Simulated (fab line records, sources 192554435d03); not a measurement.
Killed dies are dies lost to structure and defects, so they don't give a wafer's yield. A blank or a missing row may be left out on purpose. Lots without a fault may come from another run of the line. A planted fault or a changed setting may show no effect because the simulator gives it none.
fab line records | flow n5_finfet
record lots=10 wafers=29 last_day=18
route steps=1938 shown BEOL_M9@1404
lots that met no fault: from a run of the same line without faults
start_h: hours from the record's first day to the start of the lot's first wafer shown | wait_h: hours since the lot's step before | " the same as in the row above | L1.1+2: a row that stands for several wafers | - no value, or no start given | * or withheld: withheld | < > ~ a bound
route shown NAME@n: a module of which the file shows steps, and the number in the route of the first | usual: mean/standard deviation of fault-free wafers | same: alike in all rows | chamber/n: place in a boat | sites: the reading at each site | _std_site: their standard deviation | _edge_site: outer sites' mean less inner sites' | radius_mm: how far each site lies from the wafer's centre | mask NAME#n: copy n | behind: the tool/chamber that last shaped the wafer | hold: why the lot was held/for how many hours/how that ended | device: the transistor (n, p or np) that didn't switch | end of line: the same wafers' tests at the end of the route | a step without rows: its recipe alone | killed: dies lost to structure and defects at the first sort, not the wafer's yield | map: a wafer's dies, x killed, . not, _ none there
set.NAME: the setting as run; set.NAME@STEP: as run at that earlier step | model.NAME: the simulator's own value behind a step, which no gauge read
steps of the route over a sample of lots; a table a step, a row a wafer
services: from which hour (start_h, from the record's first day; less than 0 if before it) a tool's chamber was out of use, for how many hours, and why
## steps
# step N5_BEOL_M9_PECVD_70
# recipe material=SiO2 target_thk_a=200 temp_c=400 precursor=TEOS/O2 pressure_torr=5.5 rf_w=450 teos_flow_sccm=53.8 gas=O2 flow_sccm=3000 time_s=22.7
# usual heater_power_w=670/89 showerhead_plenum_p_Torr=8.74/0.061 throttle_valve_pct=22.8/1.1
# columns lot.wafer tool chamber start_h wait_h heater_power_w showerhead_plenum_p_Torr throttle_valve_pct
L443.2 pecvd-01 2 202.37 0.0 612 8.73 22.1
L443.3 " 1 " " 544 8.76 22.2
L443.4 " 2 " " 621 8.72 22.0
L444.3 pecvd-02 2 211.12 0.0 665 8.68 21.5
L444.5 " 0 " " 743 8.82 21.5
L445.1 pecvd-02 2 212.66 0.0 623 8.68 22.1
L445.2 " 1 " " 877 8.62 24.4
L445.5 " 0 " " 678 8.81 21.5
L450.1 pecvd-03 1 248.77 0.0 806 8.87 23.4
L450.2 " 0 " " 781 8.75 23.5
L450.3 " 2 " " 809 8.79 21.2
L453.3 pecvd-03 1 279.04 0.0 768 8.87 23.4
L453.5 " 2 " " 714 8.79 21.3
L453.6 " 0 " " 756 8.73 23.3
L454.1 pecvd-01 1 287.41 0.0 491 8.73 22.2
L454.2 " 2 " " 597 8.74 22.5
L454.5 " 1 " " 502 8.73 22.2
L459.1 pecvd-01 0 306.11 0.0 660 8.77 24.2
L459.2 " 1 " " 558 8.75 22.3
L459.3 " 2 " " 677 8.72 22.8
L460.2 pecvd-01 1 308.08 0.0 534 8.74 22.1
L460.4 " 2 " " 636 8.75 22.8
L460.5 " 1 " " 521 8.73 22.5
L462.1 pecvd-03 2 336.92 0.0 873 8.79 21.1
L462.3 " 2 " " 842 8.79 21.5
L462.5 " 2 " " 858 8.78 21.2
L465.2 pecvd-03 1 349.26 0.0 717 8.85 23.3
L465.4 " 0 " " 805 8.75 23.5
L465.6 " 1 " " 721 8.89 23.3
# step N5_BEOL_M9_ETCH_62
# recipe chemistry=N2/H2 target=SOC target_depth_a=1100 overetch_a=220 mask_material=SiARC temp_c=40 time_s=165 ion_energy_ev=200 pressure_mtorr=30 source_w=840 bias_w=150 n2_flow_sccm=200 h2_flow_sccm=200
# usual bias_w=150.0/0.46 chamber_pressure_mTorr=30.001/0.029 drypump_motor_current_A=5.8/0.36 oes_product_au=0.63/0.056 rf_fwd_power_W=837.3/2.9 rf_vpp_V=524.0/2.7 showerhead_plenum_p_Torr=2.54/0.091 throttle_valve_pct=17.90/0.2
# columns lot.wafer tool chamber start_h wait_h bias_w chamber_pressure_mTorr drypump_motor_current_A oes_product_au rf_fwd_power_W rf_hours_counter_h rf_vpp_V showerhead_plenum_p_Torr throttle_valve_pct
L443.2 rie_diel-02 3 204.05 0.0 150.5 29.991 5.9 0.60 839.4 207 520.8 2.43 18.03
L443.3 " 2 " " 150.9 29.997 5.0 0.62 840.4 194 523.3 2.52 17.76
L443.4 " 0 " " 149.8 30.003 5.8 0.61 840.5 171 523.6 2.53 17.69
L444.3 rie_diel-01 2 212.56 0.0 150.5 29.985 6.0 0.62 843.3 196 525.9 2.62 17.95
L444.5 " 3 " " 150.5 29.994 5.0 0.60 834.2 - 520.4 2.42 18.02
L445.1 rie_diel-05 1 216.30 0.0 150.3 30.013 5.7 0.61 840.0 185 519.6 2.41 18.30
L445.2 " 2 " " 149.5 29.989 5.6 0.61 839.0 223 527.1 2.62 17.82
L445.5 " 3 " " 150.6 30.002 5.6 0.60 833.7 - 525.3 2.63 17.96
L450.1 rie_diel-05 0 252.66 0.0 149.7 29.976 5.9 0.69 837.2 95 526.8 2.66 17.75
L450.2 " 2 " " 151.0 30.020 5.6 0.60 840.4 233 527.5 2.61 17.84
L450.3 " 1 " " 149.8 29.959 5.7 0.61 838.0 195 521.4 2.41 18.32
L453.3 rie_diel-05 2 282.32 0.0 149.9 29.963 5.6 0.60 1042.0 241 488.6 2.61 17.86
L453.5 " 0 " " 150.0 29.993 5.9 0.69 1035.5 - 490.7 2.66 17.78
L453.6 " 3 " " 150.5 29.981 5.6 0.58 1039.9 - 489.1 2.62 17.99
L454.1 rie_diel-05 3 288.65 0.0 150.1 29.983 5.6 0.58 1039.7 249 489.6 2.62 18.01
L454.2 " 2 " " 149.9 30.021 5.7 0.60 1043.7 242 490.2 2.61 17.86
L454.5 " 3 " " 149.9 30.007 5.6 0.58 1037.8 - 488.2 2.62 18.01
L459.1 rie_diel-01 1 308.73 0.0 150.2 29.986 6.5 0.71 840.6 80 523.1 2.58 17.87
L459.2 " 0 " " 149.5 30.032 6.1 0.63 840.8 188 520.1 2.42 17.99
L459.3 " 2 " " 148.4 30.057 6.0 0.60 835.4 223 525.5 2.61 17.99
L460.2 rie_diel-02 3 309.55 0.0 150.7 29.986 5.9 0.58 836.2 238 518.4 2.42 18.07
L460.4 " 2 " " 150.2 29.981 4.9 0.60 838.4 223 521.7 2.51 17.81
L460.5 " 3 " " 150.5 29.962 5.9 0.58 839.1 - 519.3 2.42 18.08
L462.1 rie_diel-01 1 338.00 0.0 149.8 29.995 6.5 0.70 837.1 90 524.5 2.58 17.90
L462.3 " 3 " " 150.3 30.058 5.0 0.58 835.1 241 518.2 2.41 18.08
L462.5 " 2 " " 150.0 30.034 6.0 0.60 836.9 - 527.7 2.61 18.01
L465.2 rie_diel-02 2 351.31 0.0 150.6 30.022 5.0 0.60 838.0 237 522.0 2.50 17.84
L465.4 " 2 " " 149.9 29.979 5.0 0.60 838.1 - 523.3 2.50 17.83
L465.6 " 1 " " 150.3 30.077 6.2 0.59 839.0 - 525.0 2.58 17.72
# step N5_BEOL_M9_STRIP_19
# recipe chemistry=O2 power_w=400 temp_c=40 pressure_mtorr=30 rf_frequency_hz=6e+07 bias_power_w=0 overash_fraction=0.2 o2_flow_sccm=225
# usual chamber_pressure_mTorr=30.00/0.033 drypump_motor_current_A=5.8/0.44 oes_product_au=0.74/0.076 rf_vpp_V=3.7/0.65 showerhead_plenum_p_Torr=2.09/0.067 throttle_valve_pct=16.75/0.19
# columns lot.wafer tool chamber start_h wait_h chamber_pressure_mTorr drypump_motor_current_A oes_product_au rf_hours_counter_h rf_vpp_V showerhead_plenum_p_Torr throttle_valve_pct
L443.2 rie_diel-02 2 204.35 0.1 30.04 5.0 0.73 194 4.6 2.07 16.54
L443.3 " 0 " " 29.97 5.7 0.74 171 3.5 2.09 16.61
L443.4 " 1 " " 29.96 6.2 0.72 197 3.5 2.17 16.74
L444.3 rie_diel-01 1 212.86 0.1 30.02 6.5 0.88 52 3.4 2.13 16.52
L444.5 " 0 " " 29.90 6.0 0.77 - 3.8 2.03 17.02
L445.1 rie_diel-01 0 216.60 0.1 29.94 6.0 0.77 160 4.8 2.03 17.00
L445.2 " 2 " " 30.05 6.0 0.70 197 5.0 2.15 16.78
L445.5 " 3 " " 30.03 5.0 0.71 - 2.9 2.01 16.80
L450.1 rie_diel-01 0 252.96 0.1 29.98 6.0 0.76 170 4.2 2.03 17.03
L450.2 " 1 " " 30.01 6.5 0.87 63 3.2 2.13 16.51
L450.3 " 3 " " 29.96 5.0 0.70 216 3.4 2.01 16.82
L453.3 rie_diel-01 0 282.79 0.2 30.02 6.1 0.75 179 3.7 2.02 17.05
L453.5 " 1 " " 29.98 6.5 0.86 - 4.1 2.12 16.55
L453.6 " 0 " " 30.03 6.0 0.75 - 3.3 2.02 17.04
L454.1 rie_diel-02 1 288.95 0.1 29.98 6.2 0.69 221 3.3 2.16 16.78
L454.2 " 0 " " 30.04 5.7 0.72 196 4.4 2.08 16.65
L454.5 " 1 " " 30.00 6.2 0.69 - 5.0 2.16 16.78
L459.1 rie_diel-05 3 309.03 0.1 29.96 5.6 0.97 1 3.1 2.16 16.41
L459.2 " 2 " " 30.05 5.6 0.69 249 2.7 2.14 16.74
L459.3 " 1 " " 30.03 5.7 0.70 210 4.0 1.99 17.16
L460.2 rie_diel-05 2 310.02 0.2 29.99 5.6 0.70 249 4.5 2.14 16.74
L460.4 " 0 " " 30.00 5.9 0.80 111 3.7 2.19 16.70
L460.5 " 1 " " 29.97 5.7 0.69 - 4.3 1.99 17.16
L462.1 rie_diel-02 1 338.29 0.1 29.99 6.1 0.68 234 3.9 2.16 16.81
L462.3 " 2 " " 30.01 5.0 0.70 232 2.8 2.05 16.61
L462.5 " 1 " " 30.01 6.1 0.68 - 3.9 2.16 16.81
L465.2 rie_diel-05 1 351.61 0.1 29.99 5.7 0.68 223 4.8 1.99 17.20
L465.4 " 3 " " 30.01 5.6 0.91 16 4.0 2.15 16.43
L465.6 " 3 " " 29.96 5.6 0.91 - 4.2 2.16 16.42
# step N5_BEOL_M9_INSPECT_30
# recipe mode=adi inspect_instrument=brightfield
# usual raw_defect_count=403/92
# columns lot.wafer tool chamber start_h wait_h raw_defect_count
L443.2 defect_inspect-01 - 206.00 0.0 448
L443.3 " - " " 409
L443.4 " - " " 451
L444.3 defect_inspect-01 - 214.95 0.0 394
L444.5 " - " " 436
L445.1 defect_inspect-01 - 217.22 0.1 597
L445.2 " - " " 368
L445.5 " - " " 422
L450.1 defect_inspect-01 - 255.50 0.1 261
L450.2 " - " " 262
L450.3 " - " " 565
L453.3 defect_inspect-01 - 284.83 0.0 332
L453.5 " - " " 637
L453.6 " - " " 310
L454.1 defect_inspect-02 - 290.02 0.1 285
L454.2 " - " " 309
L454.5 " - " " 307
L459.1 defect_inspect-02 - 312.91 0.1 331
L459.2 " - " " 450
L459.3 " - " " 312
L460.2 defect_inspect-01 - 313.08 0.0 369
L460.4 " - " " 369
L460.5 " - " " 342
L462.1 defect_inspect-02 - 338.81 0.1 453
L462.3 " - " " 373
L462.5 " - " " 403
L465.2 defect_inspect-01 - 353.91 0.0 427
L465.4 " - " " 264
L465.6 " - " " 418
## services
# columns tool chamber start_h hours kind
rie_diel-01 0 181.02 4.1 repair
pecvd-03 1 181.93 7.5 repair
pecvd-01 0 212.78 2.1 scheduled_down
pecvd-03 0 215.13 5.5 scheduled_down
pecvd-02 - 226.68 1.2 repair
rie_diel-05 3 291.67 - clean
rie_diel-05 3 291.67 - consumable_replace:focus_ring
rie_diel-05 3 291.67 12.5 scheduled_down
rie_diel-05 3 291.67 12.5 vent_cycle
pecvd-03 0 300.29 4.7 repair
pecvd-02 - 307.51 5.5 pm
rie_diel-05 2 312.84 - clean
rie_diel-05 2 312.84 - consumable_replace:focus_ring
rie_diel-05 2 312.84 16.0 scheduled_down
rie_diel-05 2 312.84 16.0 vent_cycle
pecvd-03 1 319.50 25.3 repair
pecvd-01 2 326.11 - calibration
pecvd-02 - 337.70 3.3 repair
rie_diel-02 3 351.18 - clean
rie_diel-02 3 351.18 - consumable_replace:focus_ring
rie_diel-02 3 351.18 - consumable_replace:showerhead
rie_diel-02 3 351.18 16.0 scheduled_down
rie_diel-02 3 351.18 16.0 vent_cycle
pecvd-01 0 351.26 5.5 scheduled_down
## key
first_sign step=N5_BEOL_M9_ETCH_62 reading=rf_fwd_power_W direction=up sigmas=70 usual=* struck=*
effect step=N5_BEOL_M9_ETCH_62 reading=rf_vpp_V direction=down sigmas=13 usual=524.0 struck=489.4
met_at N5_BEOL_M9_ETCH_62
struck_lots L453,L454
not_acting_at N5_BEOL_M9_PECVD_70,N5_BEOL_M9_STRIP_19,N5_BEOL_M9_INSPECT_30
onset_between 252.66 282.32
fault kind=process_parameter_drift tool=rie_diel-05 chamber=- onset_h=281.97 steps=N5_BEOL_M9_ETCH_62 channel=source_w offset=201.6 shape=step end_h=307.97 acts_in=these_recipes_only stated=840
